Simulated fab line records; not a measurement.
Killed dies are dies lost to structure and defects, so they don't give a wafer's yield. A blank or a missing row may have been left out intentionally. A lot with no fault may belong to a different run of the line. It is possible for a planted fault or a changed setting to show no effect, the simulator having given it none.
Matching of chambers | flow n5_finfet | 3 sister chambers for N5_BEOL_M12_DEP_53 on pecvd-01
The step deposits SiCN from 3MS/NH3, target thk 30 nm, time 10.5 s. 6 wafers are shown with their chamber, then 9 later ones without.

## EACH WAFER AND ITS CHAMBER
wafer  | chamber | showerhead_plenum_p_Torr (Torr) | throttle_valve_pct (%)
L081.1 | 1       | 4.196                           | 17.3
L081.2 | 0       | 4.206                           | 17.4
L081.3 | 2       | 4.176                           | 17.9
L081.4 | 2       | 4.167                           | 17.5
L081.5 | 0       | 4.193                           | 17.3
L081.6 | 1       | 4.198                           | 17.0

## WAFERS WHOSE CHAMBER IS MISSING
wafer  | showerhead_plenum_p_Torr (Torr) | throttle_valve_pct (%)
L083.4 | 4.191                           | 17.3
L083.5 | 4.204                           | 17.3
L083.6 | 4.167                           | 17.7
L085.1 | 4.194                           | 17.2
L085.2 | 4.200                           | 17.0
L085.6 | 4.192                           | 17.5
L089.2 | 4.171                           | 17.6
L089.4 | 4.172                           | 17.9
L089.6 | 4.184                           | 17.2

## THE CHAMBER EACH PASSED THROUGH
wafer  | from the rows above          | in truth
L083.4 | can't be placed: 1 or 0      | 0
L083.5 | can't be placed: 0 or 1      | 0
L083.6 | 2                            | 2
L085.1 | can't be placed: 1 or 0      | 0
L085.2 | can't be placed: 1 or 0      | 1
L085.6 | can't be placed: 0 or 1 or 2 | 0
L089.2 | 2                            | 2
L089.4 | 2                            | 2
L089.6 | can't be placed: 1 or 0 or 2 | 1
Placed correctly: 3 of 9. These rows do not allow placing 6 (true chamber among the candidates in 6). 0 placed wrongly.
How it was worked out, from the rows above alone: a wafer's distance from a chamber is the root of the sum, over the readings, of the square of ((its reading less the chamber's mean) divided by the reading's scatter). If the next closest chamber is less than 2 further off than the closest, the wafer can't be placed; otherwise it belongs to the closest. For every chamber, the mean is computed from those of its wafers that are shown. The scatter: take each reading less its chamber's mean, square it, sum over the shown wafers, divide by the number of wafers less the number of chambers, and take the root.
